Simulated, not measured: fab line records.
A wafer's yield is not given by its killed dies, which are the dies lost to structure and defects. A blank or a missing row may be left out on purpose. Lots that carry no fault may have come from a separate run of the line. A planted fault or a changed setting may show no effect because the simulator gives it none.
Tool commonality check :: flow nandHarc :: 11 wafers sampled across 4 lots

== REASON IT WAS OPENED ==
On 2 of the 4 lots, a flag is raised at NHARC_END_SORT_01 on the reading killedAtArray. Fault-free wafers read 56, with a standard deviation of 20.
Rule: a lot is flagged when every wafer of it that has a number lies more than 4 standard deviations from that mean, or none has a number. The other lots count as sound.

lot: L830
measured: day 28 22:24
on: prober-01
killedAtArray, wafer by wafer: 65 92
flag: 

lot: L835
measured: day 30 22:01
on: prober-01
killedAtArray, wafer by wafer: 65 64 74
flag: 

lot: L836
measured: day 31 18:04
on: prober-01
killedAtArray, wafer by wafer: 671 673 672
flag: FLAGGED

lot: L838
measured: day 32 19:23
on: prober-01
killedAtArray, wafer by wafer: 673 668 667
flag: FLAGGED
The numbers of the flagged lots are 671 on average: +615 against the usual, or +31 standard deviations.

== LOT BY LOT: THE TOOL USED ==
The record holds 4 process steps before the reading, out of a route of 1302 steps. Every cell lists first the tool, next ch and the chambers used by the sampled wafers, and last the start.
lot: L830
flag: 
NHARC_A_CONTACT_DEP_57: aclDep-02 ch 0, day 26 00:11
NHARC_THIN_TSV_ETCH_44: rieDiel-05 ch 1,2,3, day 28 07:11
NHARC_THIN_TSV_PRE_CLEAN_54: pvdSputter-01, day 28 11:48
NHARC_THIN_TSV_ETCH_59: rieMetal-01 ch 0,1, day 28 13:08

lot: L835
flag: 
NHARC_A_CONTACT_DEP_57: aclDep-02 ch 0, day 28 04:08
NHARC_THIN_TSV_ETCH_44: rieDiel-07 ch 0,2, day 30 07:01
NHARC_THIN_TSV_PRE_CLEAN_54: pvdSputter-01, day 30 11:50
NHARC_THIN_TSV_ETCH_59: rieMetal-03 ch 0,1, day 30 13:11

lot: L836
flag: FLAGGED
NHARC_A_CONTACT_DEP_57: aclDep-01 ch 0, day 29 03:54
NHARC_THIN_TSV_ETCH_44: no row
NHARC_THIN_TSV_PRE_CLEAN_54: no row
NHARC_THIN_TSV_ETCH_59: no row

lot: L838
flag: FLAGGED
NHARC_A_CONTACT_DEP_57: aclDep-01 ch 0, day 29 20:08
NHARC_THIN_TSV_ETCH_44: no row
NHARC_THIN_TSV_PRE_CLEAN_54: no row
NHARC_THIN_TSV_ETCH_59: no row
What is done by these steps:
- NHARC_A_CONTACT_DEP_57: deposits aC, target thk 5300 nm.
- NHARC_THIN_TSV_ETCH_44: etches the open film in CF4/O2, target depth 1594.2 nm, time 797.1 s.
- NHARC_THIN_TSV_PRE_CLEAN_54: time 30 s.
- NHARC_THIN_TSV_ETCH_59: etches the open film in Cl2/BCl3, target depth 880 nm, time 138.1 s.
- NHARC_END_SORT_01

== FLAGGED OVER TOTAL, TOOL BY TOOL (the gauges that took the reading come last) ==
step: NHARC_A_CONTACT_DEP_57
tool: aclDep-01
lots run: 2
flagged: 2
share of the flagged lots: all
sound lots run after its first flagged lot: 0

step: NHARC_A_CONTACT_DEP_57
tool: aclDep-02
lots run: 2
flagged: 0
share of the flagged lots: none
sound lots run after its first flagged lot: -

step: NHARC_THIN_TSV_ETCH_44
tool: rieDiel-05
lots run: 1
flagged: 0
share of the flagged lots: none
sound lots run after its first flagged lot: -

step: NHARC_THIN_TSV_ETCH_44
tool: rieDiel-07
lots run: 1
flagged: 0
share of the flagged lots: none
sound lots run after its first flagged lot: -

step: NHARC_THIN_TSV_PRE_CLEAN_54
tool: pvdSputter-01
lots run: 2
flagged: 0
share of the flagged lots: none
sound lots run after its first flagged lot: -

step: NHARC_THIN_TSV_ETCH_59
tool: rieMetal-01
lots run: 1
flagged: 0
share of the flagged lots: none
sound lots run after its first flagged lot: -

step: NHARC_THIN_TSV_ETCH_59
tool: rieMetal-03
lots run: 1
flagged: 0
share of the flagged lots: none
sound lots run after its first flagged lot: -

step: NHARC_END_SORT_01
tool: prober-01
lots run: 4
flagged: 2
share of the flagged lots: all
sound lots run after its first flagged lot: 0

== WHAT THE TABLE ALLOWS ==
Rows of the table that ran all the flagged lots, 2 in number: aclDep-01 at NHARC_A_CONTACT_DEP_57; prober-01 at NHARC_END_SORT_01.
- aclDep-01 at NHARC_A_CONTACT_DEP_57: 2 of its 2 lots flagged. No sound lot ran on it before its first flagged lot in this sample; the start therefore can't be narrowed down.
- prober-01 at NHARC_END_SORT_01: 2 of its 4 lots flagged. Last sound lot L835 at day 30 22:01, first flagged lot L836 at day 31 18:04; a fault beginning in between fits.
These 2 tools cannot be told apart by counting lots, since each of them fits a fault that started at some hour. More lots, or a look at what each step does to the wafer, might.

== WHAT THE SIMULATOR HAD INSERTED ==
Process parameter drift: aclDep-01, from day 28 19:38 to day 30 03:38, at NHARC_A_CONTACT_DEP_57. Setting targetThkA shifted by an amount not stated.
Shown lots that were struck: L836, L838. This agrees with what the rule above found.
